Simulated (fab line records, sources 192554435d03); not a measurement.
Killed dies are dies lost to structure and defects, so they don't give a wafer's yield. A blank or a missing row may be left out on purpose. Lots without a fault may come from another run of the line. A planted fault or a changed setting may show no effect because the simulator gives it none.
Which tool did it? | flow n5_finfet | 10 lots, 30 wafers sampled, at 5 steps of a route of 1938

WHAT THE GAUGES READ, wafer by wafer
N5_BEOL_M7_THK_MEAS_01.
lot  | measured     | on            | M7_ILD_THK (nm)
L789 | day 9 13:57  | film_metro-01 | 151.2 154.4 152.9
L791 | day 10 08:30 | film_metro-01 | 152.6 155.8 157.3
L792 | day 11 02:10 | film_metro-01 | 154.1 154.5 159.1
L794 | day 11 07:20 | film_metro-01 | 155.4 157.1 159.2
L795 | day 11 11:33 | film_metro-02 | 151.9 156.7 152.7
L796 | day 11 18:23 | film_metro-02 | 150.8 154.1 153.4
L806 | day 14 13:46 | film_metro-01 | 152.9 154.6 154.2
L805 | day 15 04:37 | film_metro-02 | 155.5 156.4 157.0
L808 | day 15 07:59 | film_metro-01 | 154.0 152.1 157.3
L809 | day 16 05:46 | film_metro-02 | 153.0 156.0 156.6

WHICH TOOL RAN EACH LOT (tool, then ch and the chambers of the sampled wafers, then the start)
lot  | N5_BEOL_M6_ETCH_65                 | N5_BEOL_M6_SPUTTER_48        | N5_BEOL_M6_ECD_50              | N5_BEOL_M6_CMP_52
L789 | rie_diel-06 ch 0,1,3, day 9 09:46  | pvd_sputter-03, day 9 11:30  | ecd_cu-01 ch 0,1, day 9 11:37  | cmp-04 ch 0,1,2, day 9 12:58
L791 | rie_diel-01 ch 0,1,3, day 10 03:30 | pvd_sputter-02, day 10 06:47 | ecd_cu-01 ch 0,1, day 10 06:54 | cmp-04 ch 2,3, day 10 07:28
L792 | rie_diel-06 ch 1,3, day 10 22:17   | pvd_sputter-03, day 11 00:06 | ecd_cu-02 ch 1, day 11 00:13   | cmp-02 ch 1,2, day 11 00:37
L794 | rie_diel-01 ch 1,2,3, day 11 01:40 | pvd_sputter-02, day 11 03:52 | ecd_cu-02 ch 0,1, day 11 03:59 | cmp-02 ch 1,2, day 11 04:50
L795 | rie_diel-02 ch 2,3, day 11 06:29   | pvd_sputter-02, day 11 08:32 | ecd_cu-02 ch 0,1, day 11 08:40 | cmp-04 ch 0,1,2, day 11 09:10
L796 | rie_diel-02 ch 0,1,3, day 11 14:08 | pvd_sputter-02, day 11 16:20 | ecd_cu-02 ch 0,1, day 11 16:27 | cmp-03 ch 1,2, day 11 16:53
L806 | rie_diel-02 ch 0,2, day 14 09:20   | pvd_sputter-02, day 14 11:58 | ecd_cu-01 ch 0,1, day 14 12:05 | cmp-02 ch 0,2, day 14 12:40
L805 | rie_diel-01 ch 0,1,3, day 15 00:03 | pvd_sputter-03, day 15 02:14 | ecd_cu-01 ch 0, day 15 02:22   | cmp-04 ch 0,1,3, day 15 03:35
L808 | rie_diel-02 ch 0,1,2, day 15 03:59 | pvd_sputter-01, day 15 06:08 | ecd_cu-02 ch 0,1, day 15 06:14 | cmp-04 ch 0,2,3, day 15 06:57
L809 | rie_diel-06 ch 0,3, day 16 01:35   | pvd_sputter-01, day 16 03:44 | ecd_cu-01 ch 0,1, day 16 03:51 | cmp-03 ch 2,3, day 16 04:29
- N5_BEOL_M6_ETCH_65: etches SiARC in CF4, target depth 15.6 nm, time 26 s.
- N5_BEOL_M6_SPUTTER_48: material Cu, target thk 10 nm, time 1.667 s.
- N5_BEOL_M6_ECD_50: material Cu, target thk 300 nm.
- N5_BEOL_M6_CMP_52: polishes, stops on SiCOH lowk, t overpolish 6.9 s, target thk 80 nm.

WHAT THE TOOLS THEMSELVES READ (means of the sampled wafers that have a number; where no wafer has one, the mark that the record gives instead)
N5_BEOL_M6_ETCH_65.
lot  | tool        | chamber_pressure_mTorr (mTorr) | drypump_motor_current_A (A) | etch_rf_on_time_s (s) | oes_product_au (a.u.) | rf_vpp_V (V) | showerhead_plenum_p_Torr (Torr) | throttle_valve_pct (%)
L789 | rie_diel-06 | 40.01                          | 5.2                         | 25.6                  | 0.76                  | 183.8        | 2.17                            | 15.31
L791 | rie_diel-01 | 39.99                          | 6.3                         | 25.8                  | 0.73                  | 183.7        | 2.12                            | 15.63
L792 | rie_diel-06 | 39.98                          | 5.0                         | 26.2                  | 0.69                  | 184.2        | 2.13                            | 15.36
L794 | rie_diel-01 | 39.97                          | 6.0                         | 25.5                  | 0.78                  | 183.9        | 2.10                            | 15.46
L795 | rie_diel-02 | 40.02                          | 5.8                         | 26.4                  | 0.70                  | 184.0        | 2.19                            | 15.48
L796 | rie_diel-02 | 40.01                          | 5.9                         | 26.9                  | 0.66                  | 184.1        | 2.12                            | 15.53
L806 | rie_diel-02 | 39.97                          | 5.5                         | 26.3                  | 0.63                  | 183.7        | 2.10                            | 15.70
L805 | rie_diel-01 | 39.99                          | 6.3                         | 26.2                  | 0.68                  | 183.4        | 2.11                            | 15.69
L808 | rie_diel-02 | 39.98                          | 5.5                         | 26.4                  | 0.69                  | 183.5        | 2.18                            | 15.57
L809 | rie_diel-06 | 40.00                          | 5.4                         | 25.2                  | 0.73                  | 184.6        | 2.19                            | 15.40

N5_BEOL_M6_SPUTTER_48.
lot  | tool           | chamber_pressure_pa (Pa) | throttle_valve_pct (%)
L789 | pvd_sputter-03 | 0.12997                  | 30.2
L791 | pvd_sputter-02 | 0.13017                  | 29.0
L792 | pvd_sputter-03 | 0.12997                  | 30.2
L794 | pvd_sputter-02 | 0.13011                  | 28.9
L795 | pvd_sputter-02 | 0.13010                  | 29.1
L796 | pvd_sputter-02 | 0.13003                  | 29.4
L806 | pvd_sputter-02 | 0.13002                  | 29.3
L805 | pvd_sputter-03 | 0.13005                  | 30.7
L808 | pvd_sputter-01 | 0.12982                  | 30.6
L809 | pvd_sputter-01 | 0.13001                  | 31.0

N5_BEOL_M6_CMP_52.
lot  | tool   | motor_current_A (A) | retaining_ring_pressure_frac | time_to_endpoint_s (s)
L789 | cmp-04 | 5.4                 | 0.998                        | 64.0
L791 | cmp-04 | 6.6                 | 1.003                        | 65.5
L792 | cmp-02 | 6.0                 | 1.006                        | 61.7
L794 | cmp-02 | 5.9                 | 1.004                        | 96.6
L795 | cmp-04 | 5.6                 | 0.999                        | 81.4
L796 | cmp-03 | 6.3                 | 1.001                        | 100.1
L806 | cmp-02 | 5.9                 | 1.003                        | 60.0
L805 | cmp-04 | 5.9                 | 0.998                        | 63.3
L808 | cmp-04 | 6.2                 | 0.998                        | 61.1
L809 | cmp-03 | 6.4                 | 1.000                        | 63.2

THE ANSWER, worked out from the rows above alone
Rule: what is usual is taken from the lots themselves. Put in order of their means at a reading, lots are off if they are a third of the lots or fewer, leave a main group of 4 or more, and stand apart from it by a gap of 3 or more times the standard deviation of the main group's means; of several such gaps the widest counts. A main group whose means are all the same, to the digits that the tables above print for the reading, isn't used. A lot without any number at a reading at which 4 lots or more have one is off too. The other lots that the step has rows for count as sound. The gauges are gone through in route order, then the tools' own readings, and for those a lot's mean is taken as printed above. The first step at which some lot is off is used, and at that step the reading that is off furthest; a lot without a number counts as furthest.
Off: L794, L795, L796, at N5_BEOL_M6_CMP_52 (time_to_endpoint_s). The main group: mean 62.7 s, standard deviation 1.7.
A tool fits if, at that step or a process step before it, it ran every lot that is off, and no sound lot after the first of them. None of those tried fits.

WHAT THE SIMULATOR HAD PUT IN
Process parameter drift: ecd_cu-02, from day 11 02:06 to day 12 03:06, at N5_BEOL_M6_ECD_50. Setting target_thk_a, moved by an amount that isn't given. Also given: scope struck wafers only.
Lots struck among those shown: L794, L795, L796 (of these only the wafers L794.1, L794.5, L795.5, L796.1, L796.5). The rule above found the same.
